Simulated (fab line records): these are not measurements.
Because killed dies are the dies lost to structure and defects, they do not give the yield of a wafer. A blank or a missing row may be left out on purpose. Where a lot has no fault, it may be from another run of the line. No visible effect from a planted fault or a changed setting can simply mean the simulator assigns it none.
A struck lot beside a sound one | flow n5_finfet | 15 out of 1938 route steps
Sound: wafers L356.1, L356.3, L356.5. Struck: wafers L366.5, L366.6 (left out: L366.1, a lot-mate that was not struck); the cause follows at the end.
Each step with rows lists, per side, the tool, then ch with its chambers, then its first start. Under that, the readings that differ: sound wafers | struck wafers | difference of the means | sigmas: that difference in standard deviations of wafers without a fault.
alike: words and numbers the same on both sides, and readings whose means are apart by under 2 such deviations; not compared: readings that were withheld, readings missing a value for some wafer, numbers with overlapping values and no deviation given by the record, and bounds like >300 which may hide the same value.
The two part at a step that has a row with sigmas, a row that says differs or no value, or rows on one side only. When numbers do not overlap yet have no deviation, they are printed without sigmas and do not part them. A reading that every wafer of one side lacks parts them only if that side has two wafers or more.

first, 8 steps without rows for these wafers: N5_BEOL_M4_COAT_68 (time 60 s, resist thk 12 nm); N5_BEOL_M4_COAT_76 (time 60 s, resist thk 5 nm); N5_BEOL_M4_COAT_22 (resist thk 30 nm); N5_BEOL_M4_EBR_24; N5_BEOL_M4_SOFTBAKE_23 (time 60 s); N5_BEOL_M4_EXPOSE_25 (exposes mask V3, defocus 5 nm); N5_BEOL_M4_PEB_26 (peb time 60 s); N5_BEOL_M4_DEVELOP_27 (develop time 30 s).
N5_BEOL_M4_CD_MEAS_28: target cd 26.2 nm, target cd y 24.1 nm.
  sound on cd_sem-03 ch 0, day 9 15:44; struck on cd_sem-02 ch 0, day 11 21:34
  alike: cd_nm
N5_BEOL_M4_OVL_MEAS_29:
  sound on overlay-02 ch 0, day 9 15:46; struck on overlay-01 ch 0, day 11 21:36
  alike: V3_OVL
N5_BEOL_M4_INSPECT_30: inspects for defects (brightfield).
  sound on defect_inspect-01, day 9 15:49; struck on defect_inspect-01, day 11 21:40
  alike: raw_defect_count
N5_BEOL_M4_DESCUM_33: chemistry O2, time 7 s.
  sound on rie_diel-01 ch 0, day 9 15:52; struck on rie_diel-03 ch 2,3, day 11 21:54
  alike: drypump_motor_current_A, o2_flow_sccm, oes_product_au, rf_vpp_V, showerhead_plenum_p_Torr, throttle_valve_pct
  not compared: rf_hours_counter_h
N5_BEOL_M4_ETCH_77: etches underlayer in N2/H2, target depth 6.5 nm, time 5.2 s.
  sound on rie_diel-01 ch 0, day 9 15:55; struck on rie_diel-03 ch 2,3, day 11 21:56
  reading               | sound          | struck    | difference | sigmas
  etch_rf_on_time_s (s) | 5.32 5.31 5.32 | 3.41 3.53 | -1.85      | -19
  oes_product_au (a.u.) | 0.60 0.60 0.60 | 0.82 0.75 | +0.18      | +2
  alike: drypump_motor_current_A, rf_vpp_V, showerhead_plenum_p_Torr, throttle_valve_pct
  not compared: rf_hours_counter_h
N5_BEOL_M4_ETCH_69: etches SiARC in CF4, target depth 15.6 nm, time 26 s.
  sound on rie_diel-01 ch 0, day 9 15:56; struck on rie_diel-03 ch 2,3, day 11 21:57
  alike: drypump_motor_current_A, etch_rf_on_time_s, oes_product_au, rf_vpp_V, showerhead_plenum_p_Torr, throttle_valve_pct
  not compared: rf_hours_counter_h
N5_BEOL_M4_RC_MEAS_101:
  sound on prober-01 ch 0, day 11 02:20; struck on prober-02 ch 0, day 12 22:34
  alike: DIBL_N, DIBL_P, IOFF_N, IOFF_P, ION_N, ION_P, SS_N, SS_P, VT_N, VT_P

== WHERE THEY PART ==
Within this record, at N5_BEOL_M4_ETCH_77 only. Later steps at which nothing parts them and some readings are alike: N5_BEOL_M4_ETCH_69, N5_BEOL_M4_RC_MEAS_101.

WHY: what the simulator had put in
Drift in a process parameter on rie_diel-03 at N5_BEOL_M4_ETCH_77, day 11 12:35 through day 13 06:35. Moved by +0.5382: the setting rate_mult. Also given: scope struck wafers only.
